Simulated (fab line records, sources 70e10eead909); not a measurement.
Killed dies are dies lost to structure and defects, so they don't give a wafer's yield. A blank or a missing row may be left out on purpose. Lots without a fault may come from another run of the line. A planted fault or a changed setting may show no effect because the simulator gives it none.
Which tool did it? | flow nand_harc | 12 lots, 36 wafers sampled, at 6 steps of a route of 1302

WHAT THE GAUGES READ, wafer by wafer
NHARC_A_M0_CD_MEAS_09: target cd 80 nm. Usual: cd_nm 80.1 nm, standard deviation 0.61.
lot  | measured     | on        | cd_nm (nm)     | flag
L846 | day 23 03:39 | cd_sem-01 | 79.2 79.6 79.4 |
L848 | day 23 22:46 | cd_sem-03 | 80.4 79.4 79.9 |
L851 | day 25 09:56 | cd_sem-01 | 79.4 80.2 79.7 |
L852 | day 25 13:40 | cd_sem-02 | 81.0 80.4 81.1 |
L853 | day 26 22:30 | cd_sem-01 | 79.9 79.2 79.6 |
L857 | day 27 18:28 | cd_sem-03 | 93.3 92.6 94.0 | OFF
L858 | day 28 06:20 | cd_sem-03 | 80.8 79.2 79.6 |
L860 | day 28 18:44 | cd_sem-01 | 94.8 94.2 94.1 | OFF
L866 | day 31 00:13 | cd_sem-03 | 80.9 80.9 80.5 |
L865 | day 31 06:45 | cd_sem-02 | 79.1 80.3 79.0 |
L867 | day 32 02:20 | cd_sem-01 | 80.0 79.2 79.7 |
L868 | day 32 20:43 | cd_sem-01 | 82.1 80.2 81.6 |

NHARC_END_SORT_01. Usual: defect_limited_yield 91 %, standard deviation 3.5; killed_at_array 59, standard deviation 24; killed_at_other 0.7, standard deviation 1.2; killed_at_periphery 3.5, standard deviation 2.6; killed_dies 63, standard deviation 24; killed_open 3.2, standard deviation 2.1; killed_short 2.4, standard deviation 1.5.
lot  | measured     | on        | defect_limited_yield (%) | killed_at_array | killed_at_other | killed_at_periphery | killed_dies | killed_open | killed_short | flag
L846 | day 24 18:29 | prober-02 | 89 91 91                 | 59 54 53        | 3 2 0           | 15 8 11             | 77 64 64    | 7 2 3       | 5 3 1        | OFF
L848 | day 25 17:04 | prober-02 | 86 83 83                 | 93 115 113      | 0 0 1           | 3 0 3               | 96 115 117  | 4 5 4       | 2 0 1        |
L851 | day 27 01:14 | prober-01 | 86 83 83                 | 95 112 108      | 2 0 6           | 1 2 1               | 98 114 115  | 2 1 3       | 3 5 0        |
L852 | day 27 08:57 | prober-01 | 91 92 92                 | 56 51 56        | 1 1 0           | 1 2 0               | 58 54 56    | 3 2 1       | 2 2 2        |
L853 | day 28 12:53 | prober-02 | 88 87 87                 | 74 80 82        | 0 0 1           | 4 7 6               | 78 87 89    | 4 5 3       | 9 3 4        |
L857 | day 29 09:26 | prober-01 | 87 88 87                 | 85 76 81        | 0 0 0           | 3 2 4               | 88 78 85    | 2 1 1       | 3 2 3        |
L858 | day 29 21:00 | prober-02 | 95 96 95                 | 30 30 27        | 2 0 0           | 1 0 6               | 33 30 33    | 1 2 3       | 2 3 5        |
L860 | day 30 12:39 | prober-01 | 91 92 92                 | 53 52 46        | 0 1 2           | 5 4 7               | 58 57 55    | 2 5 4       | 3 3 3        |
L866 | day 33 07:10 | prober-01 | 97 97 96                 | 15 18 23        | 0 0 0           | 4 1 2               | 19 19 25    | 0 3 3       | 2 0 2        |
L865 | day 33 06:24 | prober-02 | 89 88 91                 | 67 76 57        | 0 0 0           | 5 6 3               | 72 82 60    | 8 4 1       | 3 0 0        |
L867 | day 33 22:07 | prober-01 | 90 89 88                 | 68 68 74        | 0 1 2           | 1 3 6               | 69 72 82    | 3 2 1       | 0 2 1        |
L868 | day 34 11:32 | prober-02 | 91 94 93                 | 54 41 46        | 2 1 0           | 2 2 2               | 58 44 48    | 1 1 3       | 3 3 3        |

WHICH TOOL RAN EACH LOT (tool, then ch and the chambers of the sampled wafers, then the start)
lot  | NHARC_A_BLC_ETCH_17                           | NHARC_A_BLC_CMP_25            | NHARC_A_M0_PEB_07                 | NHARC_A_M0_ETCH_15
L846 | rie_diel-06 ch 0,2, day 23 02:20 or earlier   | cmp-02 ch 1,3, day 23 02:20   | litho_track-04 ch 0, day 23 03:34 | rie_diel-10 ch 0,1, day 24 18:29 or earlier
L848 | rie_diel-06 ch 1,2, day 23 21:28 or earlier   | cmp-01 ch 0,2, day 23 21:28   | litho_track-04 ch 0, day 23 22:41 | rie_diel-11 ch 1,2,3, day 25 17:04 or earlier
L851 | rie_diel-09 ch 0,1, day 25 08:38 or earlier   | cmp-03 ch 0,3, day 25 08:38   | litho_track-06 ch 0, day 25 09:52 | rie_diel-10 ch 0,3, day 27 01:14 or earlier
L852 | rie_diel-09 ch 0,2,3, day 25 12:22 or earlier | cmp-01 ch 0,1,2, day 25 12:22 | litho_track-06 ch 0, day 25 13:35 | rie_diel-11 ch 0,2,3, day 27 08:57 or earlier
L853 | rie_diel-09 ch 0,2, day 26 21:19 or earlier   | cmp-03 ch 0,2,3, day 26 21:19 | litho_track-01 ch 0, day 26 22:25 | rie_diel-11 ch 1,2,3, day 28 12:53 or earlier
L857 | rie_diel-09 ch 0,1,3, day 27 17:20 or earlier | cmp-01 ch 0,2,3, day 27 17:20 | litho_track-04 ch 0, day 27 18:23 | rie_diel-10 ch 0,2,3, day 29 09:26 or earlier
L858 | rie_diel-01 ch 2,3, day 28 05:09 or earlier   | cmp-02 ch 0,3, day 28 05:09   | litho_track-06 ch 0, day 28 06:15 | rie_diel-11 ch 1,2, day 29 21:00 or earlier
L860 | rie_diel-09 ch 1,2, day 28 17:26 or earlier   | cmp-02 ch 0,3, day 28 17:26   | litho_track-04 ch 0, day 28 18:40 | rie_diel-12 ch 0,1,2, day 30 12:39 or earlier
L866 | rie_diel-09 ch 0,1,2, day 30 22:49 or earlier | cmp-02 ch 0,2,3, day 30 22:49 | litho_track-06 ch 0, day 31 00:08 | rie_diel-11 ch 0,2,3, day 33 07:10 or earlier
L865 | rie_diel-09 ch 0,1,2, day 31 05:34 or earlier | cmp-01 ch 0,3, day 31 05:34   | litho_track-04 ch 0, day 31 06:40 | rie_diel-12 ch 1,2,3, day 33 06:24 or earlier
L867 | rie_diel-09 ch 1,2,3, day 32 00:47 or earlier | cmp-01 ch 0,2,3, day 32 00:47 | litho_track-04 ch 0, day 32 02:16 | rie_diel-10 ch 0,1,3, day 33 22:07 or earlier
L868 | rie_diel-09 ch 0,1, day 32 19:25 or earlier   | cmp-01 ch 0,1,3, day 32 19:25 | litho_track-01 ch 0, day 32 20:38 | rie_diel-10 ch 0,2,3, day 34 11:32 or earlier
- NHARC_A_BLC_ETCH_17: etches the open film in N2/H2, target depth 390 nm, time 609.38 s.
- NHARC_A_BLC_CMP_25: polishes, t overpolish 30 s, target thk 150 nm.
- NHARC_A_M0_PEB_07: peb time 65 s.
- NHARC_A_M0_ETCH_15: etches the open film in C4F8/Ar, target depth 150 nm, overetch 15 nm, time 82.5 s.

WHAT THE TOOLS THEMSELVES READ (means of the sampled wafers that have a number; where no wafer has one, the mark that the record gives instead)
NHARC_A_BLC_ETCH_17. Usual: drypump_motor_current_A 5.3 A, standard deviation 0.39; oes_product_au 0.997 a.u., standard deviation 0.0095; rf_vpp_V 429.9 V, standard deviation 2.9; showerhead_plenum_p_Torr 2.02 Torr, standard deviation 0.1; throttle_valve_pct 14.171 %, standard deviation 0.0091.
lot  | tool        | drypump_motor_current_A (A) | oes_product_au (a.u.) | rf_vpp_V (V) | showerhead_plenum_p_Torr (Torr) | throttle_valve_pct (%) | flag
L846 | rie_diel-06 | 5.3                         | 1.003                 | 429.0        | 1.98                            | 14.176                 |
L848 | rie_diel-06 | 5.5                         | 1.007                 | 428.6        | 1.98                            | 14.173                 |
L851 | rie_diel-09 | 5.1                         | 1.000                 | 432.0        | 2.07                            | 14.170                 |
L852 | rie_diel-09 | 5.1                         | 0.993                 | 432.2        | 2.10                            | 14.174                 |
L853 | rie_diel-09 | 4.8                         | 0.998                 | 432.8        | 2.14                            | 14.174                 |
L857 | rie_diel-09 | 5.4                         | 0.995                 | 430.5        | 2.02                            | 14.169                 |
L858 | rie_diel-01 | 5.6                         | 0.994                 | 431.1        | 2.10                            | 14.167                 |
L860 | rie_diel-09 | 5.2                         | 0.985                 | 429.7        | 2.02                            | 14.165                 |
L866 | rie_diel-09 | 5.0                         | 1.001                 | 431.2        | 2.08                            | 14.180                 |
L865 | rie_diel-09 | 5.0                         | 0.995                 | 432.4        | 2.08                            | 14.173                 |
L867 | rie_diel-09 | 5.3                         | 0.992                 | 430.5        | 2.03                            | 14.170                 |
L868 | rie_diel-09 | 5.3                         | 0.997                 | 429.5        | 2.00                            | 14.171                 |

NHARC_A_BLC_CMP_25. Usual: motor_current_A 12.2 A, standard deviation 1.4; overpolish_run_s 30.001 s, standard deviation 0.0092; time_to_endpoint_s 29.9 s, standard deviation 2.5.
lot  | tool   | motor_current_A (A) | overpolish_run_s (s) | time_to_endpoint_s (s) | flag
L846 | cmp-02 | 12.1                | 30.001               | 27.1                   |
L848 | cmp-01 | 11.3                | 30.004               | 30.5                   |
L851 | cmp-03 | 10.6                | 29.992               | 29.5                   |
L852 | cmp-01 | 12.2                | 29.999               | 34.2                   |
L853 | cmp-03 | 10.8                | 30.002               | 30.9                   |
L857 | cmp-01 | 12.6                | 29.997               | 32.9                   |
L858 | cmp-02 | 12.6                | 29.999               | 29.4                   |
L860 | cmp-02 | 12.0                | 29.995               | 29.6                   |
L866 | cmp-02 | 12.1                | 30.009               | 32.3                   |
L865 | cmp-01 | 14.2                | 30.009               | 29.1                   |
L867 | cmp-01 | 12.6                | 30.004               | 27.9                   |
L868 | cmp-01 | 13.7                | 29.998               | 28.4                   |

NHARC_A_M0_PEB_07. Usual: exhaust_pa 45.2 Pa, standard deviation 1.
lot  | tool           | exhaust_pa (Pa) | flag
L846 | litho_track-04 | 44.6            |
L848 | litho_track-04 | 45.6            |
L851 | litho_track-06 | 45.8            |
L852 | litho_track-06 | 46.4            |
L853 | litho_track-01 | 45.4            |
L857 | litho_track-04 | 45.4            |
L858 | litho_track-06 | 44.9            |
L860 | litho_track-04 | 45.7            |
L866 | litho_track-06 | 43.7            |
L865 | litho_track-04 | 44.6            |
L867 | litho_track-04 | 45.9            |
L868 | litho_track-01 | 45.2            |

NHARC_A_M0_ETCH_15. Usual: oes_product_au 0.948 a.u., standard deviation 0.023; rf_vpp_V 441.0 V, standard deviation 2.2.
lot  | tool        | oes_product_au (a.u.) | rf_vpp_V (V) | flag
L846 | rie_diel-10 | 0.920                 | 439.6        |
L848 | rie_diel-11 | 0.948                 | 440.1        |
L851 | rie_diel-10 | 0.925                 | 441.8        |
L852 | rie_diel-11 | 0.934                 | 441.7        |
L853 | rie_diel-11 | 0.975                 | 439.6        |
L857 | rie_diel-10 | 0.968                 | 442.2        |
L858 | rie_diel-11 | 0.965                 | 438.2        |
L860 | rie_diel-12 | 0.981                 | 443.1        |
L866 | rie_diel-11 | 0.916                 | 442.4        |
L865 | rie_diel-12 | 0.969                 | 441.8        |
L867 | rie_diel-10 | 0.921                 | 440.4        |
L868 | rie_diel-10 | 0.966                 | 441.5        |

THE ANSWER, worked out from the rows above alone
Rule: a lot is off if the mean of its wafers that have a number lies more than 3 standard deviations from the usual mean. A lot without any number at a reading at which 4 lots or more have one is off too. The other lots that the step has rows for count as sound. The gauges are gone through in route order, then the tools' own readings, and for those a lot's mean is taken as printed above. The first step at which some lot is off is used, and at that step the reading that is off furthest; a lot without a number counts as furthest.
Off: L857, L860, at NHARC_A_M0_CD_MEAS_09 (cd_nm).
A tool fits if, at a process step before that reading, it ran every lot that is off, and no sound lot after the first of them. The gauges at NHARC_A_M0_CD_MEAS_09 are tried like those tools. NHARC_A_BLC_ETCH_17 gives no start for some lots, so the hours and the order of its lots are those of NHARC_A_BLC_CMP_25. None of those tried fits.

WHAT THE SIMULATOR HAD PUT IN
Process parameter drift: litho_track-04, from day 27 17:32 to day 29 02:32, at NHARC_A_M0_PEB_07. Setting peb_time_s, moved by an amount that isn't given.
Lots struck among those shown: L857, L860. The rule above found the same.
